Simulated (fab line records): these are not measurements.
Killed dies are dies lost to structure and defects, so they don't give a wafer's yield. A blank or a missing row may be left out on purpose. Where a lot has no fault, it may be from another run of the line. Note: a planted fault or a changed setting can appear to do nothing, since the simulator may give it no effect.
Which of the tools did it? -- flow nand_harc -- 24 lots with 72 wafers sampled at 6 steps, on a route of 1302 steps

## WHAT THE GAUGES SHOWED, per wafer
Not one reading of a measure or inspect step in the record can be checked against a usual standard deviation.

## WHAT TOOL EACH LOT RAN ON (gives the tool, then ch and the chambers of the sampled wafers, and finally the start)
lot,NHARC_P_GATE_DESCUM_48,NHARC_P_M0_ETCH_15,NHARC_P_M1_CMP_23,NHARC_P_M2_ANNEAL_31,NHARC_P_BONDPAD_ETCH_37,NHARC_P_BONDPAD_ETCH_24
L074,"rie_diel-05 ch 0,1,2, day 5 09:23","rie_diel-04 ch 1,3, day 6 04:11 or earlier","cmp-03 ch 0,1,2, day 6 04:11","rtp_anneal-02 ch 0, day 6 08:07","rie_diel-02 ch 0,1, day 6 11:34","rie_diel-02 ch 1,2, day 6 12:05"
L075,"rie_diel-05 ch 0,1,3, day 5 22:22","rie_diel-13 ch 1,2,3, day 6 17:25 or earlier","cmp-04 ch 1,2,3, day 6 17:25","rtp_anneal-01 ch 0, day 6 21:14","rie_diel-02 ch 1,2,3, day 7 00:10","rie_diel-01 ch 0,1,3, no start"
L076,"rie_diel-07 ch 0,2,3, day 6 09:04","rie_diel-12 ch 1,2,3, day 7 03:56 or earlier","cmp-03 ch 0,1,2, day 7 03:56","rtp_anneal-02 ch 0, day 7 07:37","rie_diel-02 ch 1,2,3, day 7 10:53","rie_diel-05 ch 0,1,3, no start"
L077,"rie_diel-03 ch 0,2, day 6 22:11","rie_diel-13 ch 0,1,3, day 7 16:44 or earlier","cmp-04 ch 0,1,2, day 7 16:44","rtp_anneal-02 ch 0, day 7 20:32","rie_diel-05 ch 0,2,3, day 7 23:26","rie_diel-05 ch 0,3, no start"
L078,"rie_diel-07 ch 1,2,3, day 7 02:37","rie_diel-12 ch 1,2,3, day 7 21:29 or earlier","cmp-04 ch 1,2, day 7 21:29","rtp_anneal-01 ch 0, day 8 01:20","rie_diel-01 ch 1,3, day 8 04:23","rie_diel-02 ch 1,2, no start"
L079,"rie_diel-07 ch 0,1,3, day 7 14:56","rie_diel-04 ch 1,3, day 8 09:53 or earlier","cmp-03 ch 0,3, day 8 09:53","rtp_anneal-01 ch 0, day 8 13:50","rie_diel-01 ch 1,2,3, day 8 16:36","rie_diel-05 ch 0,1,3, no start"
L080,"rie_diel-07 ch 2,3, day 7 23:50","rie_diel-12 ch 0,2,3, day 8 18:48 or earlier","cmp-03 ch 1,2,3, day 8 18:48","rtp_anneal-02 ch 0, day 8 22:49","rie_diel-02 ch 0,1,3, day 9 02:01","rie_diel-05 ch 0,1,3, day 9 02:29"
L081,"rie_diel-07 ch 1,2, day 8 10:41","rie_diel-04 ch 0,1,2, day 9 06:12 or earlier","cmp-04 ch 0,1,2, day 9 06:12","rtp_anneal-02 ch 0, day 9 10:08","rie_diel-05 ch 1,3, day 9 13:02","rie_diel-02 ch 0,1, no start"
L082,"rie_diel-05 ch 0,1, day 8 22:40","rie_diel-04 ch 0,2, day 9 18:05 or earlier","cmp-03 ch 0,2,3, day 9 18:05","rtp_anneal-02 ch 0, day 9 21:55","rie_diel-02 ch 0,1, day 10 00:48","rie_diel-05 ch 0,1, no start"
L083,"rie_diel-05 ch 0,3, day 9 03:35","rie_diel-13 ch 2,3, day 9 21:45 or earlier","cmp-04 ch 0,3, day 9 21:45","rtp_anneal-02 ch 0, day 10 01:40","rie_diel-01 ch 0,2, day 10 04:32","rie_diel-05 ch 0,1,2, no start"
L084,"rie_diel-03 ch 1,2,3, day 9 21:07","rie_diel-04 ch 1,2, day 10 15:58 or earlier","cmp-03 ch 0,3, day 10 15:58","rtp_anneal-02 ch 0, day 10 19:56","rie_diel-05 ch 2,3, day 10 22:51","rie_diel-02 ch 0,2,3, no start"
L085,"rie_diel-03 ch 0,2,3, day 10 03:12","rie_diel-04 ch 0,3, day 10 21:45 or earlier","cmp-04 ch 0,3, day 10 21:45","rtp_anneal-02 ch 0, day 11 01:39","rie_diel-05 ch 0,1,3, day 11 04:56","rie_diel-02 ch 0,1, no start"
L086,"rie_diel-07 ch 1,2, day 10 17:43","rie_diel-12 ch 1,2,3, day 11 12:52 or earlier","cmp-03 ch 1,2,3, day 11 12:52","rtp_anneal-01 ch 0, day 11 16:34","rie_diel-02 ch 0,2, day 11 19:29","rie_diel-02 ch 2,3, no start"
L087,"rie_diel-07 ch 0,2,3, day 10 18:53","rie_diel-12 ch 0,2,3, day 11 14:01 or earlier","cmp-01 ch 0,2,3, day 11 14:01","rtp_anneal-01 ch 0, day 11 17:54","rie_diel-01 ch 0,2,3, day 11 20:38","rie_diel-02 ch 0,1,3, no start"
L089,"rie_diel-07 ch 0,3, day 11 23:55","rie_diel-04 ch 0,1,3, day 12 18:23 or earlier","cmp-04 ch 0,1,3, day 12 18:23","rtp_anneal-02 ch 0, day 12 22:35","rie_diel-01 ch 0,1,2, day 13 01:29","rie_diel-02 ch 0,2,3, no start"
L088,"rie_diel-05 ch 0,3, day 12 00:39","rie_diel-04 ch 0,2,3, day 12 19:34 or earlier","cmp-04 ch 1,3, day 12 19:34","rtp_anneal-02 ch 0, day 12 23:46","rie_diel-02 ch 1,3, day 13 02:34","rie_diel-05 ch 1,2, no start"
L091,"rie_diel-05 ch 1,2,3, day 12 19:13","rie_diel-12 ch 0,2,3, day 13 13:50 or earlier","cmp-03 ch 1,2,3, day 13 13:50","rtp_anneal-01 ch 0, day 13 17:39","rie_diel-02 ch 0,2,3, day 13 20:50","rie_diel-05 ch 1,2,3, no start"
L090,"rie_diel-07 ch 0,2, day 12 19:55","rie_diel-12 ch 0,1,3, day 13 14:34 or earlier","cmp-04 ch 0,2,3, day 13 14:34","rtp_anneal-01 ch 0, day 13 18:32","rie_diel-02 ch 2,3, day 13 21:17","rie_diel-05 ch 0,1,2, no start"
L092,"rie_diel-05 ch 2,3, day 13 11:34","rie_diel-13 ch 0,1, day 14 06:37 or earlier","cmp-03 ch 1,2, day 14 06:37","rtp_anneal-02 ch 0, day 14 10:26","rie_diel-02 ch 0,2, day 14 13:20","rie_diel-02 ch 0,2, day 14 13:52"
L094,"rie_diel-03 ch 0,1,2, day 13 23:08","rie_diel-04 ch 0,2,3, day 14 17:41 or earlier","cmp-03 ch 0,1,2, day 14 17:41","rtp_anneal-02 ch 0, day 14 21:20","rie_diel-01 ch 0,2,3, day 15 00:04","rie_diel-02 ch 0,1,2, no start"
L095,"rie_diel-07 ch 2,3, day 13 23:17","rie_diel-04 ch 0,3, day 14 18:34 or earlier","cmp-04 ch 0,1,3, day 14 18:34","rtp_anneal-01 ch 0, day 14 22:19","rie_diel-01 ch 1,3, day 15 01:06","rie_diel-02 ch 0,3, no start"
L093,"rie_diel-05 ch 0,1,2, day 14 05:19","rie_diel-13 ch 0,3, day 14 23:41 or earlier","cmp-03 ch 0,1, day 14 23:41","rtp_anneal-02 ch 0, day 15 03:29","rie_diel-01 ch 2,3, day 15 06:23","rie_diel-05 ch 2,3, no start"
L096,"rie_diel-07 ch 0,1,3, day 14 13:58","rie_diel-12 ch 0,1, day 15 09:14 or earlier","cmp-01 ch 0,1,2, day 15 09:14","rtp_anneal-02 ch 0, day 15 12:50","rie_diel-01 ch 0,1,2, day 15 15:44","rie_diel-02 ch 2,3, no start"
L097,"rie_diel-05 ch 0,1,3, day 15 01:53","rie_diel-12 ch 0,3, day 15 20:15 or earlier","cmp-03 ch 1,2,3, day 15 20:15","rtp_anneal-02 ch 0, day 15 23:55","rie_diel-05 ch 0,2, day 16 02:43","rie_diel-02 ch 1,2,3, no start"
- NHARC_P_GATE_DESCUM_48: chemistry O2, time 3 s.
- NHARC_P_M0_ETCH_15: etches the open film in C4F8/Ar, target depth 150 nm, overetch 15 nm, time 82.5 s.
- NHARC_P_M1_CMP_23: polishes, t overpolish 20 s, target thk 157.82 nm.
- NHARC_P_M2_ANNEAL_31: time 90 s.
- NHARC_P_BONDPAD_ETCH_37: etches the open film in N2/H2, target depth 60 nm, overetch 18 nm, time 65.91 s.
- NHARC_P_BONDPAD_ETCH_24: etches the open film in CF4/N2, target depth 30 nm, time 72.99 s.

## AS READ BY THE TOOLS THEMSELVES (means over the sampled wafers that have a number; for cases with no such wafer, the mark the record gives instead)
NHARC_P_GATE_DESCUM_48.
lot,tool,drypump_motor_current_A (A),oes_product_au (a.u.),rf_vpp_V (V),showerhead_plenum_p_Torr (Torr),throttle_valve_pct (%)
L074,rie_diel-05,5.7,1.006,58.1,2.01,11.307
L075,rie_diel-05,6.0,1.009,58.6,2.00,11.307
L076,rie_diel-07,5.9,0.999,57.8,1.90,11.315
L077,rie_diel-03,5.9,1.000,58.1,1.93,11.319
L078,rie_diel-07,5.6,1.002,57.8,1.88,11.302
L079,rie_diel-07,6.0,1.001,57.2,1.90,11.307
L080,rie_diel-07,5.6,1.005,57.6,1.89,11.312
L081,rie_diel-07,5.4,0.997,57.0,1.85,11.311
L082,rie_diel-05,5.9,1.009,58.6,2.00,11.315
L083,rie_diel-05,6.0,1.009,57.3,1.99,11.315
L084,rie_diel-03,5.8,0.997,57.4,1.90,11.314
L085,rie_diel-03,5.8,1.003,58.5,1.93,11.322
L086,rie_diel-07,5.5,0.992,57.9,1.84,11.313
L087,rie_diel-07,5.9,1.011,58.5,1.90,11.306
L089,rie_diel-07,6.1,1.011,57.5,1.92,11.304
L088,rie_diel-05,6.1,0.988,57.1,1.99,11.308
L091,rie_diel-05,5.6,0.999,58.3,2.03,11.318
L090,rie_diel-07,6.0,1.001,57.2,1.88,11.319
L092,rie_diel-05,5.7,0.997,58.6,2.02,11.304
L094,rie_diel-03,5.9,1.002,57.2,1.90,11.304
L095,rie_diel-07,5.8,1.010,56.8,1.92,11.303
L093,rie_diel-05,5.7,1.001,57.5,2.01,11.313
L096,rie_diel-07,6.0,1.008,58.2,1.90,11.299
L097,rie_diel-05,6.0,1.004,58.0,1.99,11.310

NHARC_P_M0_ETCH_15.
lot,tool,oes_product_au (a.u.),rf_vpp_V (V)
L074,rie_diel-04,0.953,442.1
L075,rie_diel-13,0.945,441.9
L076,rie_diel-12,0.950,441.9
L077,rie_diel-13,0.971,440.7
L078,rie_diel-12,0.952,441.5
L079,rie_diel-04,0.931,441.3
L080,rie_diel-12,0.965,439.6
L081,rie_diel-04,0.962,440.3
L082,rie_diel-04,0.967,441.3
L083,rie_diel-13,0.963,441.5
L084,rie_diel-04,0.971,442.0
L085,rie_diel-04,0.976,439.0
L086,rie_diel-12,0.932,440.7
L087,rie_diel-12,0.968,439.1
L089,rie_diel-04,0.966,439.1
L088,rie_diel-04,0.972,440.4
L091,rie_diel-12,0.986,440.2
L090,rie_diel-12,0.974,440.5
L092,rie_diel-13,0.926,439.5
L094,rie_diel-04,0.967,441.1
L095,rie_diel-04,0.967,440.0
L093,rie_diel-13,0.925,440.1
L096,rie_diel-12,0.958,439.1
L097,rie_diel-12,0.953,441.1

NHARC_P_M1_CMP_23.
lot,tool,motor_current_A (A),time_to_endpoint_s (s)
L074,cmp-03,10.9,28.0
L075,cmp-04,11.3,28.8
L076,cmp-03,10.9,28.9
L077,cmp-04,10.6,28.4
L078,cmp-04,10.8,30.8
L079,cmp-03,11.0,32.2
L080,cmp-03,11.7,28.5
L081,cmp-04,11.0,29.7
L082,cmp-03,10.8,29.4
L083,cmp-04,11.7,32.6
L084,cmp-03,10.5,28.2
L085,cmp-04,11.7,28.5
L086,cmp-03,11.4,30.4
L087,cmp-01,11.0,27.5
L089,cmp-04,11.6,27.9
L088,cmp-04,12.3,28.3
L091,cmp-03,11.9,29.3
L090,cmp-04,11.3,26.8
L092,cmp-03,11.2,29.6
L094,cmp-03,11.1,29.8
L095,cmp-04,11.4,28.9
L093,cmp-03,10.5,28.6
L096,cmp-01,12.2,28.1
L097,cmp-03,11.8,29.3

NHARC_P_M2_ANNEAL_31.
lot,tool,wafer_temp_C_max
L074,rtp_anneal-02,225.90
L075,rtp_anneal-01,226.51
L076,rtp_anneal-02,225.67
L077,rtp_anneal-02,225.92
L078,rtp_anneal-01,226.16
L079,rtp_anneal-01,225.99
L080,rtp_anneal-02,226.05
L081,rtp_anneal-02,226.24
L082,rtp_anneal-02,226.04
L083,rtp_anneal-02,225.79
L084,rtp_anneal-02,226.02
L085,rtp_anneal-02,225.83
L086,rtp_anneal-01,226.11
L087,rtp_anneal-01,225.65
L089,rtp_anneal-02,225.83
L088,rtp_anneal-02,225.87
L091,rtp_anneal-01,226.20
L090,rtp_anneal-01,225.66
L092,rtp_anneal-02,226.03
L094,rtp_anneal-02,225.92
L095,rtp_anneal-01,226.08
L093,rtp_anneal-02,225.69
L096,rtp_anneal-02,225.78
L097,rtp_anneal-02,225.98

NHARC_P_BONDPAD_ETCH_37.
lot,tool,drypump_motor_current_A (A),oes_product_au (a.u.),rf_vpp_V (V),showerhead_plenum_p_Torr (Torr),throttle_valve_pct (%)
L074,rie_diel-02,6.3,0.998,429.2,2.00,14.173
L075,rie_diel-02,5.8,1.003,430.2,2.05,14.178
L076,rie_diel-02,5.8,0.997,430.3,2.05,14.165
L077,rie_diel-05,5.8,1.007,433.5,2.14,14.175
L078,rie_diel-01,6.3,0.998,430.8,2.04,14.165
L079,rie_diel-01,6.2,0.997,430.3,2.06,14.175
L080,rie_diel-02,6.0,0.999,431.3,2.06,14.173
L081,rie_diel-05,5.8,1.003,433.7,2.15,14.173
L082,rie_diel-02,6.3,1.005,429.6,2.00,14.162
L083,rie_diel-01,5.4,1.000,429.7,2.02,14.168
L084,rie_diel-05,5.4,0.994,434.9,2.18,14.172
L085,rie_diel-05,6.0,1.008,433.5,2.13,14.177
L086,rie_diel-02,5.7,1.001,430.9,2.04,14.168
L087,rie_diel-01,5.9,0.996,431.0,2.07,14.179
L089,rie_diel-01,5.7,0.994,429.5,2.01,14.163
L088,rie_diel-02,6.2,1.012,429.9,2.03,14.175
L091,rie_diel-02,5.6,1.006,431.4,2.07,14.169
L090,rie_diel-02,5.5,1.007,432.2,2.11,14.181
L092,rie_diel-02,5.4,0.998,430.5,2.02,14.170
L094,rie_diel-01,5.9,0.996,431.2,2.07,14.179
L095,rie_diel-01,6.3,0.992,429.8,2.04,14.173
L093,rie_diel-01,6.3,0.998,432.3,2.12,14.169
L096,rie_diel-01,5.7,0.993,430.1,2.01,14.173
L097,rie_diel-05,5.9,1.005,431.3,2.12,14.168

NHARC_P_BONDPAD_ETCH_24.
lot,tool,drypump_motor_current_A (A),oes_product_au (a.u.),rf_vpp_V (V),showerhead_plenum_p_Torr (Torr),throttle_valve_pct (%)
L074,rie_diel-02,5.6,1.007,313.9,2.57,19.792
L075,rie_diel-01,6.0,1.004,314.0,2.64,19.790
L076,rie_diel-05,6.0,1.014,315.6,2.73,19.794
L077,rie_diel-05,6.1,1.008,316.3,2.72,19.789
L078,rie_diel-02,5.6,0.994,313.5,2.57,19.799
L079,rie_diel-05,6.0,1.012,315.1,2.73,19.793
L080,rie_diel-05,6.0,1.012,315.4,2.73,19.798
L081,rie_diel-02,6.3,0.995,314.0,2.58,19.802
L082,rie_diel-05,5.9,1.006,316.7,2.74,19.795
L083,rie_diel-05,5.7,1.011,316.3,2.75,19.790
L084,rie_diel-02,5.6,1.010,315.6,2.67,19.796
L085,rie_diel-02,6.2,1.003,313.9,2.61,19.783
L086,rie_diel-02,5.5,1.001,315.3,2.71,19.797
L087,rie_diel-02,6.1,1.005,314.5,2.65,19.799
L089,rie_diel-02,5.6,0.998,314.4,2.67,19.791
L088,rie_diel-05,5.5,0.996,316.5,2.78,19.792
L091,rie_diel-05,5.6,0.996,316.8,2.77,19.795
L090,rie_diel-05,5.7,1.005,316.6,2.75,19.788
L092,rie_diel-02,5.7,1.007,314.6,2.63,19.799
L094,rie_diel-02,5.9,1.010,313.0,2.59,19.800
L095,rie_diel-02,5.8,1.011,315.6,2.73,19.803
L093,rie_diel-05,5.7,1.000,316.6,2.76,19.794
L096,rie_diel-02,5.5,1.002,315.1,2.71,19.794
L097,rie_diel-02,5.8,1.004,314.7,2.63,19.797

## THE ANSWER, worked out from the rows above alone
Rule: the lots themselves supply what counts as usual. Put in order of their means at a reading, lots are off if they are a third of the lots or fewer, leave a main group of 4 or more, and stand apart from it by a gap of 3 or more times the standard deviation of the main group's means; of several such gaps the widest counts. If all means in a main group match to the digits the tables above print for the reading, that group is not used. A lot without any number at a reading at which 4 lots or more have one is off too. Where the step has rows for the other lots, those lots are counted as sound. The gauges are gone through in route order, then the tools' own readings, and for those a lot's mean is taken as printed above. The first step at which some lot is off is used, and at that step the reading that is off furthest; a lot without a number counts as furthest.
No lot is off on any of the readings shown, so nothing can be concluded from this.

## WHAT WAS PUT IN BY THE SIMULATOR
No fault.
